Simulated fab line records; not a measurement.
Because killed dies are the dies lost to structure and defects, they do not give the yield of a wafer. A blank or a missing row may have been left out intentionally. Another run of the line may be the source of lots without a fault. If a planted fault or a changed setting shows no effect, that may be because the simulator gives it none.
Chamber matching    flow n5_finfet    3 sister chambers for N5_GATE_CUT_HM_DEP_46 on pecvd-01
The step deposits SiO2 from TEOS/O2, target thk 130 nm, time 26.6 s. 18 wafers are shown with their chamber, then 9 later ones without.

## WAFERS, EACH WITH ITS CHAMBER
wafer   chamber  throttle_valve_pct (%)  heater_power_outer_w (W)  heater_power_w (W)
L074.1  2        18.9                    288                       495
L074.3  1        19.9                    276                       552
L074.5  0        17.2                    439                       708
L081.2  1        19.8                    254                       523
L081.4  1        19.9                    258                       525
L081.5  0        17.4                    402                       638
L085.3  0        17.3                    396                       651
L085.5  2        18.9                    299                       489
L085.6  1        19.8                    227                       502
L086.1  0        17.5                    453                       713
L086.2  2        19.0                    267                       461
L086.5  1        20.1                    249                       529
L088.2  0        17.6                    437                       695
L088.3  2        19.0                    239                       438
L088.5  1        19.9                    202                       453
L090.1  1        19.9                    271                       573
L090.5  2        19.0                    291                       503
L090.6  1        19.9                    276                       553

SIGNATURES (means of the wafers above)
reading               chamber 0  chamber 1  chamber 2  scatter within a chamber
throttle_valve_pct    17.400     19.900     18.960     0.107
heater_power_outer_w  425.40     251.62     276.80     25.2
heater_power_w        681.00     526.25     477.20     33.8
Rule: a wafer lies at a distance from a chamber equal to the root of the sum of squares, over the readings, of (its reading less the chamber's mean, divided by the reading's scatter). The wafer belongs to the nearest chamber; if the next one is less than 2 further off, it can't be placed. The scatter: take each reading less its chamber's mean, square it, sum over the shown wafers, divide by the number of wafers less the number of chambers, and take the root.

## WAFERS WITH NO CHAMBER GIVEN
wafer   throttle_valve_pct (%)  heater_power_outer_w (W)  heater_power_w (W)
L093.3  17.4                    450                       717
L093.4  19.9                    216                       479
L093.5  19.1                    270                       481
L094.4  19.8                    250                       534
L094.5  19.9                    256                       547
L094.6  17.5                    341                       557
L095.1  17.8                    413                       648
L095.5  19.6                    230                       489
L095.6  17.8                    431                       676

## CHAMBER TAKEN BY EACH
wafer   from the rows above  in truth
L093.3  0                    0
L093.4  1                    1
L093.5  2                    2
L094.4  1                    1
L094.5  1                    1
L094.6  0                    0
L095.1  0                    0
L095.5  1                    1
L095.6  0                    0
Placed correctly: 9 of 9. Number that these rows cannot place: 0. Placed wrongly: 0.
